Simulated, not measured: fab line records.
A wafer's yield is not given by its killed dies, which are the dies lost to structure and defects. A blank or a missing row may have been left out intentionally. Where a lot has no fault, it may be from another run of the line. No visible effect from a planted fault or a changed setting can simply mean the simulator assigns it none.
Matching of chambers -- flow nandHarc -- NHARC_P_M1_DEP_33 on pecvd-02 has 3 sister chambers
The step deposits SiCN, target thk 30 nm. 18 wafers are shown with their chamber, then 9 later ones without.

== WAFERS PAIRED WITH THEIR CHAMBERS ==
wafer,chamber,heaterPowerW (W)
L075.1,2,592
L075.2,1,642
L075.3,0,483
L080.1,0,564
L080.3,1,607
L080.5,0,586
L081.2,0,539
L081.3,2,585
L081.5,2,586
L083.1,2,500
L083.2,1,611
L083.6,1,615
L088.1,2,648
L088.5,2,516
L088.6,1,634
L090.1,0,560
L090.3,2,595
L090.6,1,631

SIGNATURES, as means of the wafers listed above
reading,chamber 0,chamber 1,chamber 2,scatter within a chamber
heaterPowerW,546.40,623.33,574.57,38.7
Rule: distance of a wafer from a chamber = root of the sum over the readings of ((wafer's reading minus chamber's mean) / reading's scatter) squared. The wafer belongs to the nearest chamber; if the next one is less than 2 further off, it can't be placed. How the scatter is found: for the shown wafers, subtract from each reading the mean of its chamber, square and add these, divide the total by (wafers less chambers), then take the root.

== WAFERS WHOSE CHAMBER IS MISSING ==
wafer,heaterPowerW (W)
L092.2,521
L092.3,675
L092.4,678
L095.1,565
L095.5,590
L095.6,551
L096.1,600
L096.3,625
L096.5,604

== WHICH CHAMBER EACH WENT THROUGH ==
wafer,from the rows above,in truth
L092.2,can't be placed: 0 or 2 or 1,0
L092.3,can't be placed: 1 or 2 or 0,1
L092.4,can't be placed: 1 or 2 or 0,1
L095.1,can't be placed: 2 or 0 or 1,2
L095.5,can't be placed: 2 or 1 or 0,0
L095.6,can't be placed: 0 or 2 or 1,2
L096.1,can't be placed: 1 or 2 or 0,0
L096.3,can't be placed: 1 or 2 or 0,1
L096.5,can't be placed: 1 or 2 or 0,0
Correctly placed: 0 of 9. Unplaceable from these rows: 9, with the true chamber sitting among the candidates in 9. Wrongly placed: 0.
